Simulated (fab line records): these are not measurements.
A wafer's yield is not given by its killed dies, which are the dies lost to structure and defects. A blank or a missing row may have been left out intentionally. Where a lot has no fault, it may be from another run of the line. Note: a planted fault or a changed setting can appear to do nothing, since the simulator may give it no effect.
Which tool was responsible? | flow n5-finfet | at 1 step of a route of 1938, 12 lots with 36 wafers sampled

## WHAT THE GAUGES READ, wafer by wafer
N5_BEOL_M8_INSPECT_13: inspects for defects (brightfield).
lot  | measured     | on                | raw-defect-count
L075 | day 10 12:03 | defect-inspect-01 | 406 443 454
L078 | day 11 09:17 | defect-inspect-02 | 294 367 286
L079 | day 12 09:27 | defect-inspect-01 | 419 627 632
L081 | day 12 12:54 | defect-inspect-01 | 352 411 352
L083 | day 13 20:37 | defect-inspect-01 | 368 512 453
L085 | day 14 10:28 | defect-inspect-01 | 653 554 532
L088 | day 14 23:10 | defect-inspect-02 | 389 484 363
L089 | day 15 04:17 | defect-inspect-01 | 400 468 474
L090 | day 15 09:35 | defect-inspect-02 | 356 340 509
L094 | day 15 22:08 | defect-inspect-02 | 379 505 563
L093 | day 16 04:32 | defect-inspect-02 | 423 377 494
L097 | day 17 11:01 | defect-inspect-01 | 348 394 419

## WHICH TOOL RAN EACH LOT (tool, then ch and the chambers of the sampled wafers, then the start)
The record holds no process step before these readings.

## THE ANSWER, worked out from the rows above alone
Rule: the lots themselves supply what counts as usual. Put in order of their means at a reading, lots are off if they are a third of the lots or fewer, leave a main group of 4 or more, and stand apart from it by a gap of 3 or more times the standard deviation of the main group's means; of several such gaps the widest counts. A main group is skipped when, at the precision printed for the reading in the tables above, its means are all equal. Also off: a lot with no number at a reading for which 4 or more lots have one. The other lots that the step has rows for count as sound.
No lot is off on any of the readings shown, so nothing can be concluded from this.

## WHAT WAS PUT IN BY THE SIMULATOR
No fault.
